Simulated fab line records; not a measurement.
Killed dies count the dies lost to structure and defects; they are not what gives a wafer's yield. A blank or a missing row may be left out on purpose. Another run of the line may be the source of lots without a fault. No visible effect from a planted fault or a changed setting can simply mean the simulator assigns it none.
Code-filled problem report in 8D (eight disciplines) form | flow nand-harc | the parts of the form that need people (team, actions taken, sign-off) are left out

## 1. THE PROBLEM
Mean of cd-nm at NHARC_P_GATE_CD_MEAS_91: 2068.9 nm across 9 wafers in 3 lots; on wafers with no fault it is 1998.6 nm (standard deviation 2.2). That puts it +32 standard deviations away from the usual mean.
The step: target cd 2000 nm.
Earliest sighting: wafer L824.1 on cd-sem-02 at day 11 19:37. The record holds 33 wafers of 11 lots with a number at this step. The rule behind "out" and "out of limits": a value lying over 4 standard deviations away from the usual mean. All remaining wafers that have a number are taken as sound.

## 2. WHAT IT IS, WHAT IT ISN'T
question                    | is                              | is not
which readings at this step | cd-nm                           | -
which lots                  | L824, L828, L833                | L810, L815, L816, L817, L818, L819, L822, L823
which wafers of those lots  | all that have a number          | -
read on which gauges        | cd-sem-01, cd-sem-02, cd-sem-03 | -
when                        | from day 11 19:37               | up to then (24 sound wafers)

## 3. WHAT RULES OUT EACH SUSPECT
Counting: a tool stays on the suspect list if, at a process step up to the reading, it processed all lots that are out and no sound lot following the first of them.
- the gauge at NHARC_P_GATE_CD_MEAS_91 has been ruled out. 3 gauges (cd-sem-01, cd-sem-02, cd-sem-03) read the wafers that are out.
- krf-scanner-04 at NHARC_P_GATE_EXPOSE_88 (exposes mask P HVN, target cd 2000 nm): kept. It ran every lot that is out, first L824 (day 11 19:27), and no sound lot after that; its last sound lot up to then is L823 (day 11 00:44). On those wafers its own readings are out: exposure-dose-mJ-cm2.
Remaining after the count: krf-scanner-04 at NHARC_P_GATE_EXPOSE_88.

## 4. THE CAUSE (what the simulator had put in)
Process parameter drift: krf-scanner-04, from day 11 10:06 on, at NHARC_P_GATE_EXPOSE_88. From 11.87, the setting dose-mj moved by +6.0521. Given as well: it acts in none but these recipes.
Counting left only this tool.

## 5. THE EFFECT CHAIN, in route order
Each row: a reading where the mean over the struck wafers with a number is more than 3 standard deviations away from the usual. Only readings for which the record gives a usual standard deviation are gone through. hours: the time from each lot's start at the first step in this table that gives one to its start at this step, as a median over the lots. sigmas: the change in usual standard deviations.
hours | step                    | reading              | usual     | on struck wafers | change | sigmas
0     | NHARC_P_GATE_EXPOSE_88  | exposure-dose-mJ-cm2 | 11.870    | 17.928           | +6.058 | +99 or more
0     | NHARC_P_GATE_CD_MEAS_91 | cd-nm                | 1998.6 nm | 2068.9           | +70.3  | +32
447   | NHARC_END_SORT_01       | killed-at-periphery  | 4         | 14               | +10    | +3.1
The process steps in it:
- NHARC_P_GATE_EXPOSE_88: exposes mask P HVN, target cd 2000 nm.

## 6. WHAT WOULD HAVE CAUGHT IT SOONER
In this record the first reading out of limits at a measuring or inspecting step was taken at day 11 19:37, 10 hours after the fault began at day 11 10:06.
The tool's own readings at NHARC_P_GATE_EXPOSE_88 were out on every struck wafer that the step has a row for (exposure-dose-mJ-cm2): an alarm limit on them would have fired on the first of those.
Lots out: 3; of these, L828, L833 started NHARC_P_GATE_EXPOSE_88 on krf-scanner-04 after day 11 19:37. A hold on the tool at that time would have spared those 2.
